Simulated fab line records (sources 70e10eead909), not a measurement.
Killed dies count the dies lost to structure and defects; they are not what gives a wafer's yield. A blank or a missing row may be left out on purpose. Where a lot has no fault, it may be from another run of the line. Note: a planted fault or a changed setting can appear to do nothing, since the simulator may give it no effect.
Problem report in the 8D (eight disciplines) form, filled by code ; flow nand_harc ; the parts of the form that need people (team, actions taken, sign-off) are left out

1. PROBLEM STATEMENT
thk_nm at NHARC_A_ONON_D1_THK_MEAS_14 reads a mean of 386 nm on 6 wafers of 2 lots; wafers without a fault read 1002 nm with a standard deviation of 9.5. That puts it -65 standard deviations away from the usual mean.
The step: measures by ellipsometry.
Earliest sighting: wafer L860.2 on film_metro-02 at day 9 15:34. The record has a number at this step for 39 wafers belonging to 13 lots. The rule behind "out" and "out of limits": a value lying over 4 standard deviations away from the usual mean. Any other wafer with a number is counted as sound.

2. WHAT IT IS AND WHAT IT IS NOT
question;is;is not
which readings at this step;thk_nm;-
which lots;L860, L861;L851, L854, L855, L858, L863, L864, L865, L869, L870, L872, L873
which wafers of those lots;all that have a number;-
read on which gauges;film_metro-01, film_metro-02;-
when;from day 9 15:34;"up to then (12 sound wafers); but 21 sound wafers of L863, L864, L865, L869, L870, L872, L873 came after"

3. WHAT RULES OUT EACH SUSPECT
Counting: a tool stays on the suspect list if, at a process step up to the reading, it processed all lots that are out and no sound lot following the first of them.
- the gauge at NHARC_A_ONON_D1_THK_MEAS_14 is ruled out. 2 gauges (film_metro-01, film_metro-02) read the wafers that are out.
- pecvd_onon-02 at NHARC_A_ONON_D1_DEP_12 (target thk 1000 nm): kept. Every lot that is out went through it, starting with L860 (day 9 15:07), and after that it ran no sound lot; the last sound lot it ran before then is L858 (day 9 11:36).
Left after counting: pecvd_onon-02 at NHARC_A_ONON_D1_DEP_12.

4. THE CAUSE (what the simulator had put in)
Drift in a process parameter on pecvd_onon-02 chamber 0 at NHARC_A_ONON_D1_DEP_12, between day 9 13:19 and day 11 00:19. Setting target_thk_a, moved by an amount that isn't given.
The count eliminated every tool but this one.

5. SEQUENCE OF EFFECTS, ordered by route
Each row: a reading whose mean over the struck wafers that have a number lies more than 3 standard deviations from the usual. Only readings for which the record gives a usual standard deviation are gone through. hours: the time from each lot's start at the first step in this table that gives one to its start at this step, as a median over the lots. sigmas: the change in usual standard deviations.
hours;step;reading;usual;on struck wafers;change;sigmas
0;NHARC_A_ONON_D1_THK_MEAS_14;thk_nm;1002 nm;386;-616;-65
292;NHARC_END_SORT_01;killed_at_array;28;673;+645;+64
292;NHARC_END_SORT_01;killed_dies;32;677;+645;+64

6. WHAT WOULD HAVE CAUGHT IT SOONER
The first out-of-limits reading at a measuring or inspecting step in this record came at day 9 15:34, 2 hours after the fault's start at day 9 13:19.
Of the lots that are out (2), L861 began NHARC_A_ONON_D1_DEP_12 on pecvd_onon-02 after day 9 15:34. A hold on the tool at that time would have spared it.
